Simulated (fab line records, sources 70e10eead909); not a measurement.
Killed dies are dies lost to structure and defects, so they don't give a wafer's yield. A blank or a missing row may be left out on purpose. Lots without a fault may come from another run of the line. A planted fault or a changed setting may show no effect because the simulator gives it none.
A struck lot beside a sound one | flow nand_harc | 14 steps out of a route of 1302
Sound: wafers L203.1, L203.4, L203.5. Struck: wafers L197.2, L197.3, L197.5. The cause comes at the end.
At each step with rows: each side's tool, then ch and its chambers, then its first start. Under that, the readings that differ: sound wafers | struck wafers | difference of the means | sigmas: that difference in standard deviations of wafers without a fault.
alike: readings whose means differ by less than 2 such deviations, and words and numbers that are the same on both sides. not compared: withheld readings, readings that some wafer has no value for, bounds like >300 that may hide the same value, and numbers for which the record gives no deviation and whose values overlap.
The two part at a step that has a row with sigmas, a row that says differs or no value, or rows on one side only. Numbers that don't overlap but have no deviation are shown without sigmas and don't part them. A reading that every wafer of one side lacks parts them only if that side has two wafers or more.

first, 2 steps without rows for these wafers: NHARC_A_CHANNEL_HOLE_D2_PRECLEAN_29 (cleans in SC1); NHARC_A_CHANNEL_HOLE_D2_SRD_30.
NHARC_A_CHANNEL_HOLE_D2_CD_MEAS_31:
  sound on cd_sem-02, day 18 21:04; struck on cd_sem-02, day 16 02:11
  alike: cd_nm
NHARC_A_CHANNEL_HOLE_D2_XSEM_32:
  sound on xsem-01 ch 0, day 18 21:10; struck on xsem-02 ch 0, day 16 02:17
  reading            | sound          | struck         | difference | sigmas
  tilt_deg (degrees) | 0.05 0.05 0.05 | 0.13 0.13 0.13 | +0.08      | +2
  alike: bot_cd_nm, bow_nm
NHARC_A_CHANNEL_HOLE_D2_INSPECT_40:
  sound on defect_inspect-02, day 18 21:15; struck on defect_inspect-01, day 16 02:23
  alike: raw_defect_count
then, 2 steps without rows for these wafers: NHARC_A_CHANNEL_FILL_D2_PRECLEAN_00 (cleans in SC1); NHARC_A_CHANNEL_FILL_D2_SRD_01.
NHARC_A_CHANNEL_FILL_D2_ALD_02: deposits SiO2, target thk 6 nm, pulse time 10 s, ald cycles 60.
  sound on ald_hk-04 ch 2,3, day 18 21:27; struck on ald_hk-04 ch 0,2, day 16 02:35
  alike: heater_power_w, precursor_pulse_height_rel
NHARC_A_CHANNEL_FILL_D2_ALD_03: deposits SiNx, target thk 6 nm, pulse time 60 s, ald cycles 58.
  sound on ald_sin_batch-03 ch 0; struck on ald_sin_batch-02 ch 0
  alike: precursor_pulse_height_rel
then, 1 step without rows for these wafers: NHARC_A_CHANNEL_FILL_D2_ALD_14 (deposits SiO2, target thk 2.5 nm, pulse time 10 s, ald cycles 25).
NHARC_A_CHANNEL_FILL_D2_ALD_15: deposits SiNx, target thk 2 nm, pulse time 60 s, ald cycles 19.
  sound on ald_sin_batch-01 ch 0; struck on ald_sin_batch-03 ch 0
  alike: precursor_pulse_height_rel
NHARC_A_CHANNEL_FILL_D2_ALD_16: deposits SiO2, target thk 1.5 nm, pulse time 10 s, ald cycles 15.
  sound on ald_hk-02 ch 2,3, day 19 09:44; struck on ald_hk-04 ch 0,2,3, day 16 14:48
  alike: heater_power_w, precursor_pulse_height_rel
NHARC_A_CHANNEL_FILL_D2_ANNEAL_17: time 1800 s.
  sound on furnace-08 ch 0, day 19 12:35; struck on furnace-05, day 16 18:04
  no value came back on the struck wafers for spike_tc_bottom_C (C), spike_tc_centre_C (C); on the sound wafers spike_tc_bottom_C (C) reads 871 871 871
then, 1 step without rows for these wafers: NHARC_A_CHANNEL_FILL_D2_CVD_18 (deposits poly-Si, target thk 3 nm).

WHERE THEY PART
First at NHARC_A_CHANNEL_HOLE_D2_XSEM_32; last, within this record, at NHARC_A_CHANNEL_FILL_D2_ANNEAL_17.

WHY: what the simulator had put in
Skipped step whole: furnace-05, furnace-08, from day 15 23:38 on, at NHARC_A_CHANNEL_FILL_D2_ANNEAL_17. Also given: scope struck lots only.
